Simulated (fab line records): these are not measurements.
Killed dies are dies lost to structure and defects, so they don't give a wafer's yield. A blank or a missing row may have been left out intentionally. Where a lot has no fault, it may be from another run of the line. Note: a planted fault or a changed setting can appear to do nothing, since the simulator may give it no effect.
Matching of chambers / flow n5-finfet / 3 sister chambers for N5_BEOL_M9_CURE_72 on uv-cure-02
The step cures SiCOH lowk, time 120 s. 6 wafers are shown with their chamber, then 9 later ones without.

EACH WAFER AND ITS CHAMBER
wafer=L075.3; chamber=1; lamp-power-pct (%)=52.35; wafer_temp_C_max=371.2
wafer=L075.5; chamber=1; lamp-power-pct (%)=52.35; wafer_temp_C_max=371.9
wafer=L079.3; chamber=2; lamp-power-pct (%)=52.31; wafer_temp_C_max=371.2
wafer=L079.4; chamber=2; lamp-power-pct (%)=52.28; wafer_temp_C_max=371.2
wafer=L084.5; chamber=0; lamp-power-pct (%)=52.31; wafer_temp_C_max=371.3
wafer=L084.6; chamber=0; lamp-power-pct (%)=52.33; wafer_temp_C_max=371.5

WAFERS WITHOUT THEIR CHAMBER
wafer=L085.1; lamp-power-pct (%)=52.36; wafer_temp_C_max=372.2
wafer=L085.2; lamp-power-pct (%)=52.35; wafer_temp_C_max=372.4
wafer=L085.6; lamp-power-pct (%)=52.27; wafer_temp_C_max=372.0
wafer=L085.3; lamp-power-pct (%)=52.37; wafer_temp_C_max=371.5
wafer=L085.4; lamp-power-pct (%)=52.39; wafer_temp_C_max=372.0
wafer=L085.5; lamp-power-pct (%)=52.22; wafer_temp_C_max=371.9
wafer=L087.2; lamp-power-pct (%)=52.40; wafer_temp_C_max=371.8
wafer=L087.3; lamp-power-pct (%)=52.33; wafer_temp_C_max=371.5
wafer=L087.4; lamp-power-pct (%)=52.37; wafer_temp_C_max=371.5

WHICH CHAMBER EACH ONE RAN IN
wafer=L085.1; from the rows above=can't be placed: 1 or 0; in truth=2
wafer=L085.2; from the rows above=can't be placed: 1 or 0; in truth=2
wafer=L085.6; from the rows above=can't be placed: 2 or 0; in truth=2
wafer=L085.3; from the rows above=1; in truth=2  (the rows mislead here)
wafer=L085.4; from the rows above=1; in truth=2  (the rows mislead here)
wafer=L085.5; from the rows above=can't be placed: 2 or 0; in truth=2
wafer=L087.2; from the rows above=1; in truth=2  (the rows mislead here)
wafer=L087.3; from the rows above=can't be placed: 0 or 1 or 2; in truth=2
wafer=L087.4; from the rows above=1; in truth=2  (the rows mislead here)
Correctly placed: 0 of 9. Unplaceable from these rows: 5, with the true chamber sitting among the candidates in 3. 4 placed wrongly.
How it was worked out, from the rows above alone: a wafer's distance from a chamber is the root of the sum, over the readings, of the square of ((its reading less the chamber's mean) divided by the reading's scatter). If the next closest chamber is less than 2 further off than the closest, the wafer can't be placed; otherwise it belongs to the closest. The mean given for a chamber averages the wafers shown for that chamber. How the scatter is found: for the shown wafers, subtract from each reading the mean of its chamber, square and add these, divide the total by (wafers less chambers), then take the root.
